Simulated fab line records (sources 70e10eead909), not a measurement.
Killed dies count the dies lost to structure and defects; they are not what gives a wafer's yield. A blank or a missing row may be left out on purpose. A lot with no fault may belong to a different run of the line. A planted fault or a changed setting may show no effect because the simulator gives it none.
Matching of chambers ; flow nand-harc ; 4 sister chambers for NHARC_A_ZERO_WELL_DESCUM_12 on rie-diel-06
The step chemistry O2, time 3 s. 4 wafers are shown with their chamber, then 11 later ones without.

== WAFERS WITH THEIR CHAMBER ==
wafer;chamber;drypump-motor-current-A (A)
L089.1;1;6.4
L089.3;0;5.4
L089.6;3;5.8
L090.1;2;5.0

== WAFERS WITHOUT THEIR CHAMBER ==
wafer;drypump-motor-current-A (A)
L090.2;5.4
L090.6;6.4
L091.1;5.3
L091.3;5.1
L091.4;6.4
L096.3;6.4
L096.5;5.8
L096.6;5.0
L097.1;5.3
L097.5;5.0
L097.6;6.4

== WHICH CHAMBER EACH ONE RAN IN ==
wafer;from the rows above;in truth
L090.2;0;0
L090.6;1;1
L091.1;0;0
L091.3;2;2
L091.4;1;1
L096.3;1;1
L096.5;3;3
L096.6;2;2
L097.1;0;0
L097.5;2;2
L097.6;1;1
Placed correctly: 11 of 11. From these rows, 0 cannot be placed. Wrongly placed: 0.
How it was worked out, from the rows above alone: a wafer's distance from a chamber is the root of the sum, over the readings, of the square of ((its reading less the chamber's mean) divided by the reading's scatter). The wafer belongs to the nearest chamber; if the next one is less than 2 further off, it can't be placed. A chamber's mean is the mean of its shown wafers. The scatter (one wafer shown for each chamber): square how far every hidden wafer sits from the nearest shown wafer, average those squares and take the square root.
